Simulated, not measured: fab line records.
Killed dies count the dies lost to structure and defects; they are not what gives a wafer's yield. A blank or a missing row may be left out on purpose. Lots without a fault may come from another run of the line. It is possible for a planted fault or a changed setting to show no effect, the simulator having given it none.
A lot that was struck, set against a sound lot :: flow nand-harc :: 15 out of 1159 route steps
Sound: these wafers, L173.1, L173.2, L173.4. The struck wafers were L164.1, L164.3, L164.6. The cause is named last.
Per side, at each step with rows, come the tool, then ch with its chambers, and then its first start. Under that, the readings that differ: sound wafers :: struck wafers :: difference of the means :: sigmas: that difference in standard deviations of wafers without a fault.
alike: a reading whose means differ by less than 2 such deviations, as well as words and numbers matching on both sides. not compared: withheld readings; readings where some wafer has no value; bounds like >300 that might hide an equal value; numbers whose values overlap and for which the record gives no deviation.
Wherever a step has rows on one side only, a row that says differs or no value, or a row with sigmas, the two part there. When numbers do not overlap yet have no deviation, they are printed without sigmas and do not part them. A reading that every wafer of one side lacks parts them only if that side has two wafers or more.

first, 2 steps without rows for these wafers: NHARC_P_GATE_PEB_09 (peb time 85 s); NHARC_P_GATE_DEVELOP_10 (time 70 s).
NHARC_P_GATE_CD_MEAS_11: target cd 1640 nm.
  sound on cd-sem-01 ch 0, day 7 10:14; struck on cd-sem-02 ch 0, day 5 04:13
  alike: cd-nm
then, 1 step without rows for these wafers: NHARC_P_GATE_HARDBAKE_12 (time 80 s).
NHARC_P_GATE_DESCUM_13: chemistry O2, time 3 s.
  sound on rie-diel-13 ch 0,2,3, day 7 10:26; struck on rie-diel-01 ch 1,3, day 5 04:23
  alike: drypump-motor-current-A, mfc-ar-sccm, oes-product-au, rf-vpp-V, showerhead-plenum-p-Torr, throttle-valve-pct
  not compared: rf-hours-counter-h
then, 6 steps without rows for these wafers: NHARC_P_GATE_ETCH_14 (etches SiO2 in dHF, target depth 48.8 nm); NHARC_P_GATE_STRIP_15 (strips in SPM, time 780 s); NHARC_P_GATE_PRECLEAN_71 (cleans in SC1); NHARC_P_GATE_SRD_72; NHARC_P_GATE_OXIDE_16 (material SiO2, target thk 3 nm, ox time 392 s); NHARC_P_GATE_CVD_17 (deposits poly-Si, target thk 150 nm, time 900 s).
NHARC_P_GATE_HM_DEP_102: deposits aC, target thk 120 nm.
  sound on acl-dep-01 ch 0, day 8 01:52; struck on acl-dep-03 ch 0, day 5 16:23
  alike: throttle-valve-pct
NHARC_P_GATE_DEP_103: deposits SiON, target thk 30 nm.
  sound on pecvd-01 ch 0,2, day 8 02:33; struck on pecvd-04 ch 0,1, day 5 17:37
  alike: heater-power-w
then, 2 steps without rows for these wafers: NHARC_P_GATE_DEHYDRATE_18 (time 120 s); NHARC_END_SORT_01.

== WHERE THEY PART ==
Nowhere in this record.

WHY: what had been put in by the simulator
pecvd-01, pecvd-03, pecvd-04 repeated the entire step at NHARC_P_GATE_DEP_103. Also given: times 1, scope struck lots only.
